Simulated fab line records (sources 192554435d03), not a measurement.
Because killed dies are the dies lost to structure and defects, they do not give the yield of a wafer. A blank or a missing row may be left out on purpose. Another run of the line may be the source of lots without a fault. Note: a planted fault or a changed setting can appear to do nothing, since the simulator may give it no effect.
Comparing a struck lot with a sound one || flow n5 finfet || 18 steps out of a route of 1938
Sound: the wafers L775.1, L775.2, L775.6. Struck: wafer L779.2 (L779.5, L779.6, from the same lot, were not struck and are left out); the cause is given at the end.
For every step that has rows: the tool of each side, followed by ch and its chambers, followed by its first start. Under that, the readings that differ: sound wafers || struck wafers || difference of the means || sigmas: that difference in standard deviations of wafers without a fault.
alike: readings whose means differ by less than 2 such deviations, and words and numbers that are the same on both sides. not compared: withheld readings, readings that some wafer has no value for, bounds like >300 that may hide the same value, and numbers for which the record gives no deviation and whose values overlap.
A row with sigmas, a row that says differs or no value, or rows on one side alone: a step with any of these is where the two part. When numbers do not overlap yet have no deviation, they are printed without sigmas and do not part them. Lack of a reading on every wafer of one side parts them only where that side has two or more wafers.

N5_BEOL_M0_SAQP_PECVD_03: deposits SiCN from 3MS/NH3, target thk 12 nm, time 21.1 s.
  sound on pecvd-04 ch 1,2, day 7 02:44; struck on pecvd-02 ch 0, day 8 04:19
  alike: showerhead plenum p Torr, throttle valve pct
N5_BEOL_M0_SAQP_PECVD_96: deposits a-Si from SiH4/He, target thk 45 nm, time 45.2 s.
  sound on pecvd-04 ch 1,2, day 7 02:46; struck on pecvd-02 ch 0, day 8 04:20
  alike: heater power w, showerhead plenum p Torr, throttle valve pct
N5_BEOL_M0_SAQP_PECVD_97: deposits SiNx from SiH4/NH3/N2, target thk 23 nm, time 19.9 s.
  sound on pecvd-04 ch 1,2, day 7 02:49; struck on pecvd-02 ch 0, day 8 04:23
  alike: heater power w, showerhead plenum p Torr, throttle valve pct
N5_BEOL_M0_SAQP_PECVD_04: deposits a-Si from SiH4/He, target thk 60 nm, time 60.2 s.
  sound on pecvd-04 ch 1,2, day 7 02:51; struck on pecvd-02 ch 0, day 8 04:26
  alike: heater power w, showerhead plenum p Torr, throttle valve pct
N5_BEOL_M0_SAQP_THK_MEAS_05:
  sound on film metro-01, day 7 02:56; struck on film metro-01, day 8 04:31
  alike: thk nm
N5_BEOL_M0_SAQP_HM_DEP_111: deposits SiO2 from SiH4/N2O, target thk 12 nm, time 7.2 s.
  sound on pecvd-02 ch 0,1,2, day 7 03:01; struck on pecvd-01 ch 1, day 8 04:34
  alike: heater power w, showerhead plenum p Torr
then, 6 steps without rows for these wafers: N5_BEOL_M0_SAQP_COAT_81 (time 60 s, resist thk 100 nm); N5_BEOL_M0_SAQP_COAT_82 (time 60 s, resist thk 30 nm); N5_BEOL_M0_SAQP_COAT_08 (resist thk 90 nm); N5_BEOL_M0_SAQP_EBR_10; N5_BEOL_M0_SAQP_SOFTBAKE_09 (time 60 s); N5_BEOL_M0_SAQP_EXPOSE_11 (exposes mask M0 CORE, target cd 42 nm).
N5_BEOL_M0_SAQP_PEB_12: peb time 60 s.
  sound on litho track-03 ch 0, day 7 03:23; struck on litho track-02 ch 0, day 8 04:49
then, 1 step without rows for these wafers: N5_BEOL_M0_SAQP_DEVELOP_13 (develop time 30 s).
N5_BEOL_M0_SAQP_CD_MEAS_14: target cd 42.5 nm.
  sound on cd sem-02 ch 0, day 7 03:27; struck on cd sem-03 ch 0, day 8 04:53
{"reading": "cd nm (nm)", "sound": "42.6 42.8 42.3", "struck": 46.6, "difference": "+4.0", "sigmas": "+13"}
N5_BEOL_M0_SAQP_OVL_MEAS_15:
  sound on overlay-02 ch 0, day 7 03:29; struck on overlay-01 ch 0, day 8 04:55
  alike: M0_CORE_OVL
-- here the record skips 3 days between the struck wafers' starts before and after, leaving off in module BEOL_M0_SAQP and picking up in module BEOL_M4 (first step shown: number 1111 of the route) --
N5_BEOL_M4_RC_MEAS_101:
  sound on prober-02 ch 0, day 9 12:50; struck on prober-02 ch 0, day 10 23:29
  alike: DIBL_N, DIBL_P, IOFF_N, IOFF_P, ION_N, ION_P, SS_N, SS_P, VT_N, VT_P
-- the record jumps here: 4 days lie between the struck wafers' starts before and after (it left off in module BEOL_M4 and takes up again in module PASSIVATION, whose first step shown is number 1936 of the route) --
N5_PASSIVATION_PROBE_49:
  record: rows for the struck wafers here (prober-02, day 15 05:52), none for the sound ones

WHERE THEY PART
Last at N5_PASSIVATION_PROBE_49 as far as this record goes, first at N5_BEOL_M0_SAQP_CD_MEAS_14.

WHY: whatever the simulator had introduced
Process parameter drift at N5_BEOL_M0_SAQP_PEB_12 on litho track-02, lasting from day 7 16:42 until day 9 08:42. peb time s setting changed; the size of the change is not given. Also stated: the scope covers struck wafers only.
